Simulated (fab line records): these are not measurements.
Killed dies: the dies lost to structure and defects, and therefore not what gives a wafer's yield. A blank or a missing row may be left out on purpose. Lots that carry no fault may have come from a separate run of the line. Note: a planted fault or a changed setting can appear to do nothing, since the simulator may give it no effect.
Which tool did it?    flow n5 finfet    12 lots with 36 wafers sampled at 4 steps, on a route of 1938 steps

== WHAT THE GAUGES SHOWED, per wafer ==
N5_BEOL_M2_OVL_MEAS_12.
lot   measured      on          M2_OVL (nm)
L075  day 6 15:43   overlay-01  -0.1 1.4 0.8
L077  day 7 07:40   overlay-02  0.1 -0.7 0.8
L079  day 7 21:07   overlay-02  0.0 -0.1 -0.9
L081  day 8 11:37   overlay-02  1.0 0.5 0.2
L083  day 8 21:56   overlay-02  1.6 0.3 1.4
L085  day 9 12:13   overlay-02  1.7 0.3 0.8
L087  day 9 19:40   overlay-01  -0.2 -0.3 0.1
L088  day 10 07:19  overlay-02  1.0 0.1 0.4
L091  day 11 00:05  overlay-02  1.0 0.6 1.5
L093  day 11 07:11  overlay-01  0.4 0.3 0.6
L095  day 11 12:44  overlay-01  0.2 1.1 0.4
L097  day 12 20:10  overlay-02  -0.1 0.7 0.3

== WHICH TOOL RAN EACH LOT (tool, then ch and the chambers of the sampled wafers, then the start) ==
lot   N5_BEOL_M1_STRIP_36                 N5_BEOL_M1_ANNEAL_82          N5_BEOL_M1_SPUTTER_90
L075  rie diel-03 ch 0,1, day 6 10:25     pvd sputter-03, day 6 12:02   pvd sputter-03, day 6 12:37
L077  rie diel-02 ch 1,3, day 6 23:44     pvd sputter-03, day 7 01:13   pvd sputter-03, day 7 01:48
L079  rie diel-03 ch 1,2,3, day 7 12:26   pvd sputter-01, day 7 14:52   pvd sputter-01, day 7 15:27
L081  rie diel-02 ch 0,1,3, day 8 02:24   pvd sputter-02, day 8 04:35   pvd sputter-02, day 8 05:10
L083  rie diel-04 ch 0,2,3, day 8 12:53   pvd sputter-02, day 8 14:21   pvd sputter-02, day 8 14:56
L085  rie diel-03 ch 0,1, day 9 03:04     pvd sputter-01, day 9 05:02   pvd sputter-01, day 9 05:37
L087  rie diel-03 ch 0,2, day 9 12:02     pvd sputter-03, day 9 13:36   pvd sputter-03, day 9 14:11
L088  rie diel-03 ch 1,2, day 9 23:47     pvd sputter-03, day 10 02:01  pvd sputter-03, day 10 02:35
L091  rie diel-04 ch 1,2,3, day 10 14:57  pvd sputter-03, day 10 17:12  pvd sputter-03, day 10 17:47
L093  rie diel-03 ch 0,2,3, day 10 23:45  pvd sputter-02, day 11 01:55  pvd sputter-02, day 11 02:29
L095  rie diel-04 ch 0,1,3, day 11 06:46  pvd sputter-01, day 11 09:20  pvd sputter-01, day 11 09:55
L097  rie diel-04 ch 0,2,3, day 12 14:46  pvd sputter-01, day 12 16:43  pvd sputter-01, day 12 17:18
- N5_BEOL_M1_STRIP_36: strips in N2/H2.
- N5_BEOL_M1_ANNEAL_82: time 240 s.
- N5_BEOL_M1_SPUTTER_90: material Cu, target thk 4.5 nm, time 8.29 s.

== THE ANSWER, worked out from the rows above alone ==
Rule: usual is defined by the lots themselves. The widest of any qualifying gaps counts: lots, ordered by their means at a reading, are off when they make up no more than a third of the lots, leave a main group of 4 or more, and stand apart from it by 3 or more times the standard deviation of that group's means. If all means in a main group match to the digits the tables above print for the reading, that group is not used. A lot without any number at a reading at which 4 lots or more have one is off too. Where the step has rows for the other lots, those lots are counted as sound.
No lot is off at any reading shown: from this, nothing can be told.

== WHAT THE SIMULATOR PUT IN ==
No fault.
